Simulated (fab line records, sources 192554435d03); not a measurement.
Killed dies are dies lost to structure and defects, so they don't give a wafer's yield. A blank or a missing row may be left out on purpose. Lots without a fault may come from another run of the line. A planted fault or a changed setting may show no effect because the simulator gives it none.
Split-lot experiment | flow n5_finfet | 7 lots, 21 wafers read, on a route of 1938 steps

THE SPLIT
At N5_BEOL_M0_SAQP_PECVD_04 (deposits a-Si from SiH4/He, target thk 60 nm, time 60.2 s), the setting time_s was moved away from the recipe's 60.2 s on 7 of the 21 wafers read, by -13.7% to +13.2%. The other wafers ran this setting at the recipe's value.

FROM THE SPLIT TO THE READING: what the file shows between them, 10 steps
- N5_BEOL_M0_SAQP_THK_MEAS_05
- N5_BEOL_M0_SAQP_HM_DEP_111: deposits SiO2 from SiH4/N2O, target thk 12 nm, time 7.2 s
- N5_BEOL_M0_SAQP_COAT_81: time 60 s, resist thk 100 nm
- N5_BEOL_M0_SAQP_HM_OPEN_112: chemistry CHF3/O2, target SiO2, stops on a-Si, target depth 12 nm, time 13.5 s
- N5_BEOL_M0_SAQP_STRIP_113: strips in CHF3/O2
- N5_BEOL_M0_SAQP_MANDREL_ETCH_20: etches a-Si in HBr/Cl2, stops on SiNx, target depth 60 nm, bt time 10 s, time 30 s
- N5_BEOL_M0_SAQP_STRIP_86: strips in N2/H2
- N5_BEOL_M0_SAQP_STRIP_115: strips in post etch residue remover, time 60 s
- N5_BEOL_M0_SAQP_RECESS_114: chemistry HF/NH3, target SiO2, target depth 14.4 nm, afs cycles 3, sublimation time 60 s
- N5_BEOL_M0_SAQP_SPACER1_ALD_98: deposits SiO2, target thk 12.8 nm, pulse time 1 s, purge time 2 s

THE READING
a-Si_of_BEOL_M0_SAQP_PECVD_04.thk_nm (the simulator's own value, which no gauge read), in nm, at N5_BEOL_M0_SAQP_SPACER1_ETCHBACK_99 (etches SiO2 in CHF3/O2, target depth 15.4 nm, time 7.7 s). The file gives no usual value for it. The 14 wafers here that ran the recipe average 59.6 nm, standard deviation 0.87 nm.

wafer  | tool, chamber at the split | time_s as run, s | against the recipe | a-Si_of_BEOL_M0_SAQP_PECVD_04.thk_nm, nm | against lot-mates on the recipe
L076.4 | pecvd-03, 2                | 53.75            | -10.7%             | 54                                       | -6.2
L076.5 | pecvd-03, 1                | 53.75            | -10.7%             | 53.8                                     | -6.4
L076.6 | pecvd-03, 0                | 60.2             | recipe             | 60.2                                     | -
L079.2 | pecvd-04, 0                | 60.2             | recipe             | 59.8                                     | -
L079.3 | pecvd-04, 2                | 51.98            | -13.7%             | 51                                       | -9.1
L079.4 | pecvd-04, 0                | 60.2             | recipe             | 60.4                                     | -
L080.1 | pecvd-03, 2                | 60.2             | recipe             | 59.6                                     | -
L080.3 | pecvd-03, 1                | 60.2             | recipe             | 59.2                                     | -
L080.6 | pecvd-03, 2                | 60.2             | recipe             | 60.8                                     | -
L084.1 | pecvd-04, 1                | 60.2             | recipe             | 58                                       | -
L084.2 | pecvd-04, 2                | 60.2             | recipe             | 58.2                                     | -
L084.4 | pecvd-04, 1                | 60.2             | recipe             | 59.4                                     | -
L087.2 | pecvd-04, 2                | 60.2             | recipe             | 59                                       | -
L087.3 | pecvd-04, 0                | 60.2             | recipe             | 58.8                                     | -
L087.4 | pecvd-04, 1                | 60.2             | recipe             | 60.2                                     | -
L088.3 | pecvd-01, 2                | 60.2             | recipe             | 59.2                                     | -
L088.4 | pecvd-01, 2                | 60.2             | recipe             | 61                                       | -
L088.5 | pecvd-01, 0                | 54.83            | -8.9%              | 54.8                                     | -5.3
L092.1 | pecvd-01, 2                | 68.12            | +13.2%             | 67                                       | no lot-mate on the recipe
L092.2 | pecvd-01, 0                | 68.12            | +13.2%             | 66.4                                     | no lot-mate on the recipe
L092.3 | pecvd-01, 0                | 68.12            | +13.2%             | 66.6                                     | no lot-mate on the recipe

THE FIT
A straight line over all 21 wafers: a-Si_of_BEOL_M0_SAQP_PECVD_04.thk_nm changes by +0.553 nm for each +1% of time_s; r = +0.98; the points scatter about the line by 0.8 nm.
The same after taking each lot's own level away (the mean of its wafers on the recipe; 18 wafers): +0.62 nm for each +1%; r = +0.98; scatter 0.62 nm.
On that fit, the largest move of time_s shifts the reading by 8.5 nm.
The lots' own levels span 58.53 to 60.20 nm, that is 1.9 times the standard deviation above.
So the lot-to-lot level changes the slope: the two fits differ.
Check: with one of the wafers moved furthest among these (-13.7%) left out of the fit, the line predicts -8.05 nm for it against its lot-mates. It came out at -9.1 nm against them.

OTHER SPLITS ON THESE WAFERS
These wafers also went through other splits before the reading. Each is held against what the fit with the lots' levels taken away leaves over:
other split on the same wafers        | wafers away from the commonest value | r with a-Si_of_BEOL_M0_SAQP_PECVD_04.thk_nm (lot level and that fit taken away)
N5_MOL_CONTACT_COAG_EXPOSE_05 dose_mj | 8                                    | -0.04
N5_MOL_CONTACT_COAG_EXPOSE_37 dose_mj | 8                                    | +0.12
N5_BEOL_M0_SAQP_PECVD_00 time_s       | 7                                    | +0.13

THE WHOLE CHAIN: every reading that the file lists as answering this split, in the file's order
step                                | what it does                                                                       | reading                                                                               | change (the file's fit)               | r (the file's)
N5_BEOL_M0_SAQP_PECVD_04            | deposits a-Si from SiH4/He, target thk 60 nm, time 60.2 s                          | a-Si_of_BEOL_M0_SAQP_PECVD_04.thk_nm (the simulator's own value, which no gauge read) | +0.624 nm for each +1% of the setting | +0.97
N5_BEOL_M0_SAQP_THK_MEAS_05         |                                                                                    | thk_nm                                                                                | withheld for each +1% of the setting  | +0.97
N5_BEOL_M0_SAQP_MANDREL_ETCH_20     | etches a-Si in HBr/Cl2, stops on SiNx, target depth 60 nm, bt time 10 s, time 30 s | etch.depth_nm (the simulator's own value, which no gauge read)                        | +0.624 nm for each +1% of the setting | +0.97
N5_BEOL_M0_SAQP_SPACER1_ETCHBACK_99 | etches SiO2 in CHF3/O2, target depth 15.4 nm, time 7.7 s                           | a-Si_of_BEOL_M0_SAQP_PECVD_04.thk_nm (the simulator's own value, which no gauge read) | +0.628 nm for each +1% of the setting | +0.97

THE FILE'S OWN FIT
a-Si_of_BEOL_M0_SAQP_PECVD_04.thk_nm changes by +0.628 nm for each +1% of time_s, r = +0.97.
